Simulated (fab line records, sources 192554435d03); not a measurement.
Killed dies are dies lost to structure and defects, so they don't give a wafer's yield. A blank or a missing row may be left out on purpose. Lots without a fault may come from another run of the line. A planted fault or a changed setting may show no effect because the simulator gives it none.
A struck lot beside a sound one | flow n5_finfet | 36 steps out of a route of 1938
Sound: wafers L559.1, L559.5, L559.6. Struck: wafers L572.1, L572.2, L572.6. The cause comes at the end.
At each step with rows: each side's tool, then ch and its chambers, then its first start. Under that, the readings that differ: sound wafers | struck wafers | difference of the means | sigmas: that difference in standard deviations of wafers without a fault.
alike: readings whose means differ by less than 2 such deviations, and words and numbers that are the same on both sides. not compared: withheld readings, readings that some wafer has no value for, bounds like >300 that may hide the same value, and numbers for which the record gives no deviation and whose values overlap.
The two part at a step that has a row with sigmas, a row that says differs or no value, or rows on one side only. Numbers that don't overlap but have no deviation are shown without sigmas and don't part them. A reading that every wafer of one side lacks parts them only if that side has two wafers or more.

first, 9 steps without rows for these wafers: N5_BEOL_M4_ANNEAL_95 (time 240 s); N5_BEOL_M4_SPUTTER_96 (material Cu, target thk 4.5 nm, time 8.29 s); N5_BEOL_M4_ECD_50 (material Cu, target thk 300 nm); N5_BEOL_M4_ANNEAL_51 (time 90 s); N5_BEOL_M4_CMP_52 (polishes, stops on SiOC, t overpolish 6.8 s, target thk 40 nm); N5_BEOL_M4_PRE_CLEAN_60 (time 15 s); N5_BEOL_M4_CO_CAP_55 (material Co, precursor CCTBA/H2, target thk 2 nm, time 102.1 s); N5_BEOL_M4_PRE_CLEAN_56 (time 15 s); N5_BEOL_M4_DEP_57 (deposits SiCN from 3MS/NH3, target thk 8 nm, time 14 s).
N5_BEOL_M4_RC_MEAS_101:
  sound on prober-01 ch 0, day 10 05:14; struck on prober-01 ch 0, day 13 03:07
  alike: DIBL_N, DIBL_P, IOFF_N, IOFF_P, ION_N, ION_P, SS_N, SS_P, VT_N, VT_P
then, 24 steps without rows for these wafers: N5_BEOL_M5_ILD_DEP_00 (deposits SiCOH lowk from DEMS/porogen, target thk 140.64 nm, time 25.9 s); N5_BEOL_M5_CURE_79 (cures SiCOH lowk, time 240 s); N5_BEOL_M5_PECVD_70 (deposits SiO2 from TEOS/O2, target thk 16 nm, time 18 s); N5_BEOL_M5_HM_DEP_02 (deposits TiN, target thk 20 nm); N5_BEOL_M5_COAT_59 (time 60 s, resist thk 60 nm); N5_BEOL_M5_COAT_60 (time 60 s, resist thk 12 nm); N5_BEOL_M5_COAT_71 (time 60 s, resist thk 5 nm); N5_BEOL_M5_COAT_05 (resist thk 30 nm); N5_BEOL_M5_EBR_07; N5_BEOL_M5_SOFTBAKE_06 (time 60 s); N5_BEOL_M5_EXPOSE_08 (exposes mask M5, target cd 28 nm); N5_BEOL_M5_PEB_09 (peb time 60 s); N5_BEOL_M5_DEVELOP_10 (develop time 30 s); N5_BEOL_M5_DESCUM_16 (chemistry O2, time 7 s); N5_BEOL_M5_ETCH_72 (etches underlayer in N2/H2, target depth 6.5 nm, time 5.2 s); N5_BEOL_M5_ETCH_61 (etches SiARC in CF4, target depth 15.6 nm, time 26 s); N5_BEOL_M5_ETCH_62 (etches SOC in N2/H2, target depth 75 nm, overetch 15 nm, time 112.5 s); N5_BEOL_M5_STRIP_63 (strips in N2/H2); N5_BEOL_M5_STRIP_73 (strips in N2/H2); N5_BEOL_M5_STRIP_64 (strips in CF4); N5_BEOL_M5_HM_OPEN_17 (chemistry Cl2/BCl3, target TiN, target depth 20 nm, overetch 6 nm); N5_BEOL_M5_STRIP_19 (strips in O2); N5_BEOL_M5_COAT_65 (time 60 s, resist thk 60 nm); N5_BEOL_M5_COAT_66 (time 60 s, resist thk 12 nm).
-- the record jumps here: 4 days lie between the struck wafers' starts before and after (it left off in module BEOL_M5 and takes up again in module MIM_TOP, whose first step shown is number 1838 of the route) --
N5_MIM_TOP_SPUTTER_03: material TiN, target thk 35 nm, time 89.7 s.
  sound on pvd_sputter-03, day 14 18:02; struck on pvd_sputter-03, day 16 19:15
  reading                                     | sound                | struck               | difference | sigmas
  cathode_dc_power_W (W)                      | 3000.9 3000.3 2998.7 | 3981.1 3981.3 3981.8 | +981.4     | +99 or more
  model.TiN_of_MIM_TOP_SPUTTER_03.thk_nm (nm) | 34.2 35 34.6         | 46.4 46 46           | +11.5      |
  alike: throttle_valve_pct
N5_PASSIVATION_PROBE_49:
  sound on prober-02, day 15 07:53; struck on prober-02, day 17 05:38
  reading                  | sound          | struck         | difference | sigmas
  defect_limited_yield (%) | 93.5 90.4 90.2 | 0 0 0          | -91        | -76
  killed_at_other          | 1 1 3          | 1089 1074 1089 | +1082      | +99 or more
  killed_dies              | 77 113 116     | 1180 1180 1180 | +1078      | +72
  killed_on_rim            | 12 14 21       | 152 152 152    | +136       | +38
  sort_n_pass              | 1103 1067 1064 | 0 0 0          | -1078      | -72
  sort_yield_pct (%)       | 93.5 90.4 90.2 | 0 0 0          | -91        | -76
  alike: killed_at_M0_to_M3, killed_at_M4_up, killed_at_contacts, killed_at_front_end, killed_open, killed_short, sort_bin_5_function, sort_bin_6_memory

WHERE THEY PART
First at N5_MIM_TOP_SPUTTER_03; last, within this record, at N5_PASSIVATION_PROBE_49.

WHY: what the simulator had put in
Process parameter drift: pvd_sputter-03, from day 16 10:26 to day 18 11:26, at N5_MIM_TOP_SPUTTER_03. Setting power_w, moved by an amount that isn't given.
